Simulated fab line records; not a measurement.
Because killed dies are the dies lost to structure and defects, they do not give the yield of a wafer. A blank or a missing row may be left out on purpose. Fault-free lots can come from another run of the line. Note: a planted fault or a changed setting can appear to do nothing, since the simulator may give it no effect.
Lot-split experiment | flow n5 finfet | 39 wafers read from 7 lots, route of 1938 steps

== THE SPLIT ==
At N5_DUMMY_GATE_HM_DEP_06 (deposits SiNx from DCS/NH3, target thk 80 nm, time 5141 s), the setting target thk a was moved away from the recipe's 800 angstrom on 30 of the 39 wafers read, by -11.2% to +6.6%. The other wafers ran this setting at the recipe's value.

The split's own step is where the reading is taken.

== THE READING ==
SiNx_of_DUMMY_GATE_HM_DEP_06.thk nm (the simulator's own value, which no gauge read), in nm, at N5_DUMMY_GATE_HM_DEP_06 (deposits SiNx from DCS/NH3, target thk 80 nm, time 5141 s). No usual value for it is given in the file. The 9 wafers here that ran the recipe average 79.0 nm, standard deviation 0.42 nm.

wafer  | tool, chamber at the split | target thk a as run, angstrom | against the recipe | SiNx_of_DUMMY_GATE_HM_DEP_06.thk nm, nm | against lot-mates on the recipe
L074.1 | -, -                       | 710.2                         | -11.2%             | 70.8                                    | no lot-mate on the recipe
L074.6 | -, -                       | 710.2                         | -11.2%             | 70.8                                    | no lot-mate on the recipe
L074.2 | -, -                       | 710.2                         | -11.2%             | 71.2                                    | no lot-mate on the recipe
L074.3 | -, -                       | 710.2                         | -11.2%             | 71.2                                    | no lot-mate on the recipe
L074.4 | -, -                       | 710.2                         | -11.2%             | 71                                      | no lot-mate on the recipe
L074.5 | -, -                       | 710.2                         | -11.2%             | 71.4                                    | no lot-mate on the recipe
L076.1 | -, -                       | 747.6                         | -6.6%              | 73.6                                    | no lot-mate on the recipe
L076.2 | -, -                       | 747.6                         | -6.6%              | 73.2                                    | no lot-mate on the recipe
L076.3 | -, -                       | 747.6                         | -6.6%              | 73                                      | no lot-mate on the recipe
L076.4 | -, -                       | 747.6                         | -6.6%              | 72.4                                    | no lot-mate on the recipe
L076.5 | -, -                       | 747.6                         | -6.6%              | 72.6                                    | no lot-mate on the recipe
L076.6 | -, -                       | 747.6                         | -6.6%              | 72.8                                    | no lot-mate on the recipe
L077.1 | -, -                       | 732.4                         | -8.5%              | 72.8                                    | no lot-mate on the recipe
L077.2 | -, -                       | 732.4                         | -8.5%              | 71.8                                    | no lot-mate on the recipe
L077.5 | -, -                       | 732.4                         | -8.5%              | 71.8                                    | no lot-mate on the recipe
L077.3 | -, -                       | 732.4                         | -8.5%              | 72.2                                    | no lot-mate on the recipe
L077.4 | -, -                       | 732.4                         | -8.5%              | 72                                      | no lot-mate on the recipe
L077.6 | -, -                       | 732.4                         | -8.5%              | 72                                      | no lot-mate on the recipe
L079.1 | -, -                       | 800                           | recipe             | 79.2                                    | -
L079.2 | -, -                       | 800                           | recipe             | 79.4                                    | -
L079.3 | -, -                       | 800                           | recipe             | 79.4                                    | -
L079.4 | -, -                       | 800                           | recipe             | 78.8                                    | -
L079.5 | -, -                       | 800                           | recipe             | 79                                      | -
L079.6 | -, -                       | 800                           | recipe             | 79.6                                    | -
L090.1 | -, -                       | 754.9                         | -5.6%              | 75.8                                    | no lot-mate on the recipe
L090.2 | -, -                       | 754.9                         | -5.6%              | 75.6                                    | no lot-mate on the recipe
L090.4 | -, -                       | 754.9                         | -5.6%              | 75.6                                    | no lot-mate on the recipe
L090.3 | -, -                       | 754.9                         | -5.6%              | 76                                      | no lot-mate on the recipe
L090.5 | -, -                       | 754.9                         | -5.6%              | 76                                      | no lot-mate on the recipe
L090.6 | -, -                       | 754.9                         | -5.6%              | 76                                      | no lot-mate on the recipe
L092.1 | -, -                       | 852.5                         | +6.6%              | 84.4                                    | no lot-mate on the recipe
L092.2 | -, -                       | 852.5                         | +6.6%              | 84.2                                    | no lot-mate on the recipe
L092.6 | -, -                       | 852.5                         | +6.6%              | 84.2                                    | no lot-mate on the recipe
L092.3 | -, -                       | 852.5                         | +6.6%              | 85.2                                    | no lot-mate on the recipe
L092.4 | -, -                       | 852.5                         | +6.6%              | 85                                      | no lot-mate on the recipe
L092.5 | -, -                       | 852.5                         | +6.6%              | 84.6                                    | no lot-mate on the recipe
L097.2 | lpcvd-02, 1/70             | 800                           | recipe             | 78.2                                    | -
L097.3 | lpcvd-02, 1/75             | 800                           | recipe             | 78.6                                    | -
L097.5 | lpcvd-02, 1/84             | 800                           | recipe             | 79                                      | -

THE FIT
A straight line over all 39 wafers: SiNx_of_DUMMY_GATE_HM_DEP_06.thk nm changes by +0.784 nm for each +1% of target thk a; r = +0.99; the points scatter about the line by 0.8 nm.
Too few moved wafers with a lot-mate on the recipe to fit a line net of each lot's own level.

== FILE'S OWN FIT ==
SiNx_of_DUMMY_GATE_HM_DEP_06.thk nm changes by +0.784 nm for each +1% of target thk a, r = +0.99.
